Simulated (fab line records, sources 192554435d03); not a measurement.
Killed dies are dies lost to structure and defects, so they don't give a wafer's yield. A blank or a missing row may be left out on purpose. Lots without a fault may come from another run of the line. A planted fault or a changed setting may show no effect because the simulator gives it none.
fab line records | flow n5_finfet
record lots=10 wafers=30 last_day=17
route steps=1938 shown BEOL_M4@1098 BEOL_M5@1127
lots that met no fault: from a run of the same line without faults
start_h: hours from the record's first day to the start of the lot's first wafer shown | wait_h: hours since the lot's step before | " the same as in the row above | L1.1+2: a row that stands for several wafers | - no value, or no start given | * or withheld: withheld | < > ~ a bound
route shown NAME@n: a module of which the file shows steps, and the number in the route of the first | usual: mean/standard deviation of fault-free wafers | same: alike in all rows | chamber/n: place in a boat | sites: the reading at each site | _std_site: their standard deviation | _edge_site: outer sites' mean less inner sites' | radius_mm: how far each site lies from the wafer's centre | mask NAME#n: copy n | behind: the tool/chamber that last shaped the wafer | hold: why the lot was held/for how many hours/how that ended | device: the transistor (n, p or np) that didn't switch | end of line: the same wafers' tests at the end of the route | a step without rows: its recipe alone | killed: dies lost to structure and defects at the first sort, not the wafer's yield | map: a wafer's dies, x killed, . not, _ none there
set.NAME: the setting as run; set.NAME@STEP: as run at that earlier step | model.NAME: the simulator's own value behind a step, which no gauge read
steps of the route over a sample of lots; a table a step, a row a wafer
services: from which hour (start_h, from the record's first day; less than 0 if before it) a tool's chamber was out of use, for how many hours, and why
## steps
# step N5_BEOL_M4_SPUTTER_94
# recipe material=Cu target_thk_a=45 temp_c=-20 chamber_pressure_pa=0.07 power_w=withheld time_s=8.29
# usual susceptor_temp_C=-20.00/0.093 throttle_valve_pct=30.2/1
# columns lot.wafer tool chamber start_h wait_h susceptor_temp_C throttle_valve_pct
L196.2 pvd_sputter-02 - 201.56 0.1 -20.00 30.0
L196.5 " - " " -19.91 29.8
L196.6 " - " " -19.86 30.2
L201.1 pvd_sputter-01 - 221.57 0.1 -20.03 29.7
L201.4 " - " " -19.86 28.1
L201.5 " - " " -19.99 30.2
L202.1 pvd_sputter-03 - 225.13 0.1 -20.18 31.5
L202.3 " - " " -20.00 31.7
L202.6 " - " " -20.02 29.8
L206.1 pvd_sputter-03 - 255.90 0.1 -20.18 31.7
L206.4 " - " " -20.02 30.2
L206.5 " - " " -20.03 31.2
L209.4 pvd_sputter-02 - 270.46 0.1 -19.98 30.1
L209.5 " - " " -19.95 30.0
L209.6 " - " " -20.03 30.4
L210.2 pvd_sputter-02 - 278.24 0.1 -20.12 29.7
L210.3 " - " " -20.18 29.9
L210.4 " - " " -20.03 29.8
L211.1 pvd_sputter-02 - 282.16 0.1 -19.95 30.2
L211.5 " - " " -19.95 29.9
L211.6 " - " " -20.02 31.9
L212.3 pvd_sputter-02 - 289.68 0.1 -19.95 32.0
L212.4 " - " " -20.04 29.9
L212.5 " - " " -19.85 31.9
L213.1 pvd_sputter-02 - 291.82 0.1 -20.13 30.4
L213.2 " - " " -19.92 29.9
L213.4 " - " " -20.11 32.0
L215.3 pvd_sputter-01 - 295.34 0.1 -20.00 30.7
L215.4 " - " " -19.96 28.0
L215.6 " - " " -20.09 30.2
# step N5_BEOL_M5_OVL_MEAS_12
# recipe points_per_wafer=522
# usual M5_OVL=0.0/0.67
# columns lot.wafer tool chamber start_h wait_h M5_OVL[nm]
L196.2 overlay-01 0 206.51 0.0 0.0
L196.5 " 0 " " -0.3
L196.6 " 0 " " 1.1
L201.1 overlay-02 0 226.95 0.0 1.1
L201.4 " 0 " " 0.0
L201.5 " 0 " " 0.9
L202.1 overlay-02 0 229.09 0.0 -1.4
L202.3 " 0 " " -0.4
L202.6 " 0 " " -0.9
L206.1 overlay-01 0 261.03 0.0 0.1
L206.4 " 0 " " -1.3
L206.5 " 0 " " -0.3
L209.4 overlay-01 0 274.26 0.0 -0.8
L209.5 " 0 " " -0.5
L209.6 " 0 " " 0.1
L210.2 overlay-02 0 283.37 0.0 0.9
L210.3 " 0 " " 0.7
L210.4 " 0 " " 0.4
L211.1 overlay-01 0 285.84 0.0 -0.8
L211.5 " 0 " " -0.9
L211.6 " 0 " " -0.1
L212.3 overlay-01 0 293.55 0.0 -0.5
L212.4 " 0 " " -0.1
L212.5 " 0 " " 0.1
L213.1 overlay-02 0 296.44 0.0 0.7
L213.2 " 0 " " 0.3
L213.4 " 0 " " -0.1
L215.3 overlay-01 0 300.32 0.0 -0.2
L215.4 " 0 " " -0.7
L215.6 " 0 " " -0.5
# step N5_BEOL_M5_ETCH_72
# recipe chemistry=N2/H2 target=underlayer target_depth_a=65 mask_material=CAR-EUV time_s=5.2 ion_energy_ev=200 pressure_mtorr=30 source_w=840 bias_w=150 n2_flow_sccm=200 h2_flow_sccm=200 ends=cleared
# usual drypump_motor_current_A=5.7/0.55 etch_rf_on_time_s=5.21/0.13 h2_flow_sccm=200.0/0.61 oes_product_au=0.67/0.06 rf_fwd_power_W=819.5/2.5 rf_vpp_V=523.8/2.4 showerhead_plenum_p_Torr=2.54/0.075 throttle_valve_pct=17.86/0.24
# columns lot.wafer tool chamber start_h wait_h drypump_motor_current_A etch_rf_on_time_s h2_flow_sccm oes_product_au rf_fwd_power_W rf_hours_counter_h rf_vpp_V showerhead_plenum_p_Torr throttle_valve_pct
L196.2 rie_diel-01 0 206.65 0.0 6.1 5.40 200.9 0.59 815.5 181 524.0 2.54 18.07
L196.5 " 1 " " 5.8 5.10 200.4 0.62 820.8 - 521.0 2.43 18.06
L196.6 " 0 " " 6.1 5.40 200.3 0.60 819.0 - 525.6 2.54 18.06
L201.1 rie_diel-03 3 227.12 0.0 4.7 5.09 199.9 0.65 818.7 145 520.4 2.44 18.04
L201.4 " 2 " " 5.1 5.11 200.2 0.67 822.2 103 524.1 2.57 17.89
L201.5 " 3 " " 4.7 5.12 199.6 0.65 817.7 - 518.8 2.44 18.03
L202.1 rie_diel-06 0 229.22 0.0 6.6 5.29 199.4 0.75 816.5 46 525.5 2.60 17.38
L202.3 " 2 " " 6.0 5.31 200.5 0.61 814.8 170 526.2 2.64 17.84
L202.6 " 2 " " 5.9 5.28 199.9 0.63 815.2 - 524.8 2.64 17.87
L206.1 rie_diel-06 1 261.16 0.0 5.1 4.85 200.1 0.78 821.2 35 526.0 2.59 18.03
L206.4 " 3 " " 5.9 5.30 200.8 0.63 816.3 171 522.2 2.52 17.72
L206.5 " 0 " " 6.6 5.23 199.3 0.75 815.7 - 525.9 2.60 17.41
L209.4 rie_diel-06 2 274.74 0.0 6.0 5.33 199.3 0.61 822.1 184 526.6 2.64 17.90
L209.5 " 2 " " 6.0 5.32 199.5 0.61 822.6 - 527.7 2.64 17.87
L209.6 " 3 " " 6.0 5.34 200.0 0.62 818.9 - 523.1 2.52 17.72
L210.2 rie_diel-06 3 283.56 0.0 6.0 5.38 199.2 0.62 818.9 176 524.0 2.52 17.73
L210.3 " 2 " " 5.9 5.36 199.6 0.61 816.7 186 524.7 2.63 17.89
L210.4 " 0 " " 6.6 5.24 199.7 0.73 824.2 61 523.9 2.59 17.42
L211.1 rie_diel-06 1 287.94 0.0 5.2 4.93 200.7 0.75 821.1 44 523.9 2.59 18.03
L211.5 " 1 " " 5.2 4.95 200.4 0.76 817.9 - 525.8 2.59 18.06
L211.6 " 0 " " 6.7 5.24 201.1 0.73 820.9 - 522.7 2.59 17.41
L212.3 rie_diel-01 0 294.07 0.0 6.0 5.28 199.3 0.58 823.2 208 522.9 2.52 18.12
L212.4 " 1 " " 5.8 5.08 199.1 0.59 819.9 226 521.8 2.42 18.10
L212.5 " 2 " " 5.9 5.30 200.2 0.63 819.8 - 528.9 2.65 17.83
L213.1 rie_diel-06 0 296.96 0.0 6.6 5.30 198.4 0.72 821.2 68 525.9 2.59 17.42
L213.2 " 2 " " 6.0 5.28 198.8 0.61 818.4 193 526.4 2.63 17.89
L213.4 " 1 " " 5.2 4.96 199.5 0.75 821.6 48 527.6 2.59 18.05
L215.3 rie_diel-03 2 300.44 0.0 5.1 5.14 200.2 0.66 822.6 120 524.6 2.57 17.92
L215.4 " 1 " " 5.0 5.07 199.2 0.67 822.3 127 519.5 2.45 18.16
L215.6 " 1 " " 5.0 5.06 199.4 0.68 821.7 - 520.9 2.45 18.18
# step N5_BEOL_M5_ETCH_62
# recipe chemistry=N2/H2 target=SOC target_depth_a=750 overetch_a=150 mask_material=SiARC temp_c=40 time_s=112.5 ion_energy_ev=200 pressure_mtorr=30 source_w=840 bias_w=150 n2_flow_sccm=200 h2_flow_sccm=200
# usual drypump_motor_current_A=5.7/0.55 h2_flow_sccm=199.9/0.59 oes_product_au=0.62/0.053 rf_fwd_power_W=836.3/2.6 rf_vpp_V=523.9/2.2 showerhead_plenum_p_Torr=2.54/0.075 throttle_valve_pct=17.82/0.24
# columns lot.wafer tool chamber start_h wait_h drypump_motor_current_A h2_flow_sccm oes_product_au rf_fwd_power_W rf_hours_counter_h rf_vpp_V showerhead_plenum_p_Torr throttle_valve_pct
L196.2 rie_diel-01 0 206.69 0.0 6.0 200.3 0.57 832.8 181 524.8 2.53 18.00
L196.5 " 1 " " 5.8 198.5 0.56 836.7 - 520.5 2.43 18.01
L196.6 " 0 " " 6.0 199.8 0.57 835.0 - 522.1 2.53 18.03
L201.1 rie_diel-03 3 227.17 0.0 4.7 201.2 0.60 840.6 145 521.8 2.44 18.01
L201.4 " 2 " " 5.1 199.1 0.62 834.5 103 524.7 2.57 17.85
L201.5 " 3 " " 4.7 200.0 0.60 838.0 - 520.7 2.44 17.99
L202.1 rie_diel-06 0 229.27 0.0 6.6 199.4 0.71 833.9 46 526.4 2.60 17.32
L202.3 " 2 " " 6.0 199.4 0.59 834.6 170 527.2 2.64 17.81
L202.6 " 2 " " 6.0 200.4 0.59 835.6 - 526.3 2.64 17.82
L206.1 rie_diel-06 1 261.20 0.0 5.2 200.0 0.70 838.2 35 525.9 2.59 17.98
L206.4 " 3 " " 6.0 200.5 0.59 836.1 171 523.5 2.52 17.70
L206.5 " 0 " " 6.6 200.6 0.70 827.4 - 524.9 2.60 17.36
L209.4 rie_diel-06 2 274.79 0.0 5.9 199.0 0.58 832.2 184 526.8 2.64 17.81
L209.5 " 2 " " 5.9 198.3 0.58 833.8 - 527.5 2.64 17.84
L209.6 " 3 " " 6.0 199.4 0.59 840.6 - 524.3 2.52 17.70
L210.2 rie_diel-06 3 283.61 0.0 6.0 199.9 0.58 632.5 176 573.8 2.52 17.71
L210.3 " 2 " " 5.9 199.9 0.58 630.7 186 577.3 2.63 17.84
L210.4 " 0 " " 6.6 200.3 0.69 630.1 61 575.7 2.59 17.37
L211.1 rie_diel-06 1 287.98 0.0 5.2 199.9 0.68 639.1 44 574.6 2.59 18.00
L211.5 " 1 " " 5.2 200.3 0.68 636.8 - 574.6 2.59 17.99
L211.6 " 0 " " 6.6 199.6 0.69 636.2 - 573.9 2.59 17.38
L212.3 rie_diel-01 0 294.12 0.0 6.1 200.3 0.55 838.2 208 520.9 2.52 18.07
L212.4 " 1 " " 5.8 198.7 0.55 837.9 226 519.6 2.42 18.07
L212.5 " 2 " " 5.8 199.2 0.60 840.3 - 526.6 2.65 17.80
L213.1 rie_diel-06 0 297.00 0.0 6.6 199.6 0.68 630.8 68 575.1 2.59 17.38
L213.2 " 2 " " 5.9 200.8 0.57 635.2 193 577.1 2.63 17.85
L213.4 " 1 " " 5.2 200.2 0.68 637.6 48 573.0 2.59 18.02
L215.3 rie_diel-03 2 300.48 0.0 5.1 199.9 0.61 841.3 120 523.4 2.57 17.88
L215.4 " 1 " " 5.0 199.8 0.62 841.1 127 522.0 2.45 18.08
L215.6 " 1 " " 5.0 200.5 0.61 837.5 - 522.1 2.45 18.08
## services
# columns tool chamber start_h hours kind
rie_diel-06 2 224.10 3.8 repair
rie_diel-03 2 257.70 2.6 repair
pvd_sputter-01 - 272.01 0.5 repair
rie_diel-03 - 281.46 14.6 pm
## key
first_sign step=N5_BEOL_M5_ETCH_62 reading=rf_fwd_power_W direction=down sigmas=76 usual=* struck=*
effect step=N5_BEOL_M5_ETCH_62 reading=rf_vpp_V direction=up sigmas=23 usual=523.9 struck=575.0
met_at N5_BEOL_M5_ETCH_62
struck_lots L210,L211,L213
not_acting_at N5_BEOL_M4_SPUTTER_94,N5_BEOL_M5_OVL_MEAS_12,N5_BEOL_M5_ETCH_72
onset_between 274.79 283.61
fault kind=process_parameter_drift tool=rie_diel-06 chamber=- onset_h=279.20 steps=N5_BEOL_M5_ETCH_62 channel=source_w offset=-201.6 shape=step end_h=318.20 acts_in=these_recipes_only stated=840
